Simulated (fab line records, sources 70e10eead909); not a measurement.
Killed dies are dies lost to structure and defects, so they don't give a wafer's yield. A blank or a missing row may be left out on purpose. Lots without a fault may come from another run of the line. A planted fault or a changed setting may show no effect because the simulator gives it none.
A struck lot beside a sound one | flow nand_harc | 15 steps out of a route of 1302
Sound: wafers L982.2, L982.3, L982.6. Struck: wafer L980.3. (L980.4 of the same lot was not struck and is left out.) The cause comes at the end.
At each step with rows: each side's tool, then ch and its chambers, then its first start. Under that, the readings that differ: sound wafers | struck wafers | difference of the means | sigmas: that difference in standard deviations of wafers without a fault.
alike: readings whose means differ by less than 2 such deviations, and words and numbers that are the same on both sides. not compared: withheld readings, readings that some wafer has no value for, bounds like >300 that may hide the same value, and numbers for which the record gives no deviation and whose values overlap.
The two part at a step that has a row with sigmas, a row that says differs or no value, or rows on one side only. Numbers that don't overlap but have no deviation are shown without sigmas and don't part them. A reading that every wafer of one side lacks parts them only if that side has two wafers or more.

first, 1 step without rows for these wafers: NHARC_A_ONON_D1_DEP_03 (target thk 1000 nm).
NHARC_A_ONON_D1_THK_MEAS_05: measures by ellipsometry.
  sound on film_metro-01, day 16 12:05; struck on film_metro-01, day 15 12:36
  reading     | sound          | struck | difference | sigmas
  thk_nm (nm) | 1018 1020 1019 | 988    | -31        | -3
then, 1 step without rows for these wafers: NHARC_A_ONON_D1_DEP_06 (target thk 1000 nm).
NHARC_A_ONON_D1_THK_MEAS_08: measures by ellipsometry.
  sound on film_metro-01, day 16 12:40; struck on film_metro-01, day 15 13:10
  alike: thk_nm
then, 1 step without rows for these wafers: NHARC_A_ONON_D1_DEP_09 (target thk 1000 nm).
NHARC_A_ONON_D1_THK_MEAS_11: measures by ellipsometry.
  sound on film_metro-02, day 16 13:13; struck on film_metro-01, day 15 13:44
  alike: thk_nm
then, 1 step without rows for these wafers: NHARC_A_ONON_D1_DEP_12 (target thk 1000 nm).
NHARC_A_ONON_D1_THK_MEAS_14: measures by ellipsometry.
  sound on film_metro-02, day 16 13:47; struck on film_metro-02, day 15 14:18
  alike: thk_nm
then, 2 steps without rows for these wafers: NHARC_A_ONON_D1_ANNEAL_15 (time 3600 s); NHARC_A_ONON_D1_DEP_16 (target thk 1000 nm).
NHARC_A_ONON_D1_THK_MEAS_18: measures by ellipsometry.
  sound on film_metro-01, day 16 21:37; struck on film_metro-01, day 15 22:06
  alike: thk_nm
NHARC_A_ONON_D1_DEP_19: target thk 1000 nm.
  sound on pecvd_onon-03 ch 0, day 16 21:44; struck on pecvd_onon-02 ch 0, day 15 22:16
NHARC_A_ONON_D1_THK_MEAS_21: measures by ellipsometry.
  sound on film_metro-01, day 16 22:11; struck on film_metro-02, day 15 22:40
  reading     | sound          | struck | difference | sigmas
  thk_nm (nm) | 1020 1021 1021 | 691    | -330       | -27
then, 1 step without rows for these wafers: NHARC_A_ONON_D1_DEP_22 (target thk 1000 nm).
-- the record jumps here: 16 days lie between the struck wafers' starts before and after (it left off in module A_ONON_D1 and takes up again in module END, whose first step shown is number 1302 of the route) --
NHARC_END_SORT_01:
  the record has rows for the struck wafers here (prober-02 ch 0, day 31 19:33) and none for the sound ones

WHERE THEY PART
First at NHARC_A_ONON_D1_THK_MEAS_05; last, within this record, at NHARC_END_SORT_01.

WHY: what the simulator had put in
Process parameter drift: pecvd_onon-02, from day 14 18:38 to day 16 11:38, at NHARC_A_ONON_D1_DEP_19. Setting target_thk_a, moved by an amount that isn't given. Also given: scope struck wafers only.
